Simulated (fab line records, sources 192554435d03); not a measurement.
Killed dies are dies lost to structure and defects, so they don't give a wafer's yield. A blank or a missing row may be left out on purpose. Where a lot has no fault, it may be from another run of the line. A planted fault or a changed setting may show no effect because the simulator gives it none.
A lot that was struck, set against a sound lot ; flow n5_finfet ; 19 steps out of a route of 1938
Sound: these wafers, L898.2, L898.4, L898.6. Wafers L901.1, L901.3, L901.4 were the ones struck. At the end, the cause is stated.
Order at every step that has rows: each side's tool, ch and its chambers, its first start. Under that, the readings that differ: sound wafers ; struck wafers ; difference of the means ; sigmas: that difference in standard deviations of wafers without a fault.
alike: readings with means less than 2 such deviations apart, plus words and numbers identical on both sides. not compared: withheld readings, readings lacking a value on some wafer, bounds such as >300 that could conceal the same value, and numbers that have no deviation in the record and whose values overlap.
The two part at a step that has a row with sigmas, a row that says differs or no value, or rows on one side only. Numbers that have no deviation but don't overlap get no sigmas and don't part them. A reading missing from all wafers of one side parts the sides only when that side holds two or more wafers.

first, 9 steps without rows for these wafers: N5_BEOL_M12_DESCUM_15 (chemistry O2, time 7.9 s); N5_BEOL_M12_ETCH_59 (etches BARC in N2/H2, target depth 89 nm, overetch 26.7 nm, time 67.9 s); N5_BEOL_M12_VIA_ETCH_16 (etches SiOC in C4F8/O2/Ar, target depth 724.8 nm); N5_BEOL_M12_STRIP_63 (strips in N2/H2); N5_BEOL_M12_STRIP_64 (strips in N2/H2); N5_BEOL_M12_STRIP_71 (strips in post etch residue remover, time 60 s); N5_BEOL_M12_SRD_72 (time 30 s, dry time 30 s); N5_BEOL_M12_COAT_65 (time 60 s, resist thk 300 nm); N5_BEOL_M12_COAT_66 (time 60 s, resist thk 110 nm).
N5_BEOL_M12_COAT_22: resist thk 300 nm.
  sound on litho_track-03 ch 0, day 12 15:33; struck on litho_track-03 ch 0, day 13 18:13
reading;sound;struck;difference;sigmas
spin_speed_rpm (rpm);2887.2 2885.5 2886.6;2723.2 2722.4 2723.6;-163.4;-91
model.coat_of_BEOL_M12_COAT_22.thk_nm (nm);298.6 300.2 299.4;307.6 307.2 307;+7.9;
then, 7 steps without rows for these wafers: N5_BEOL_M12_EBR_24; N5_BEOL_M12_SOFTBAKE_23 (time 60 s); N5_BEOL_M12_EXPOSE_25 (exposes mask M12); N5_BEOL_M12_PEB_26 (peb time 90 s); N5_BEOL_M12_DEVELOP_27 (develop time 45 s); N5_BEOL_M12_HARDBAKE_32 (time 120 s); N5_BEOL_M12_DESCUM_33 (chemistry O2, time 7.9 s).
N5_BEOL_M12_ETCH_67: etches SiARC in CF4, target depth 143 nm, time 238.3 s.
  sound on rie_diel-03 ch 1,3, day 12 15:58; struck on rie_diel-04 ch 1,2,3, day 13 19:07
reading;sound;struck;difference;sigmas
model.coat_of_BEOL_M12_COAT_22.thk_nm (nm);210 212 210.8;218.8 218.4 218.2;+7.5;
  alike: chamber_pressure_mTorr, drypump_motor_current_A, etch_rf_on_time_s, oes_product_au, rf_vpp_V, showerhead_plenum_p_Torr, throttle_valve_pct
  not compared: rf_hours_counter_h
then, 1 step without rows for these wafers: N5_BEOL_M12_ETCH_68 (etches SOC in N2/H2, time 285 s).

WHERE THEY PART
Only at N5_BEOL_M12_COAT_22, within this record. Later steps at which nothing parts them and some readings are alike: N5_BEOL_M12_ETCH_67.

WHY: what the simulator had put in
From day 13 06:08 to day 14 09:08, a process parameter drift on litho_track-03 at N5_BEOL_M12_COAT_22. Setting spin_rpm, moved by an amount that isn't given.
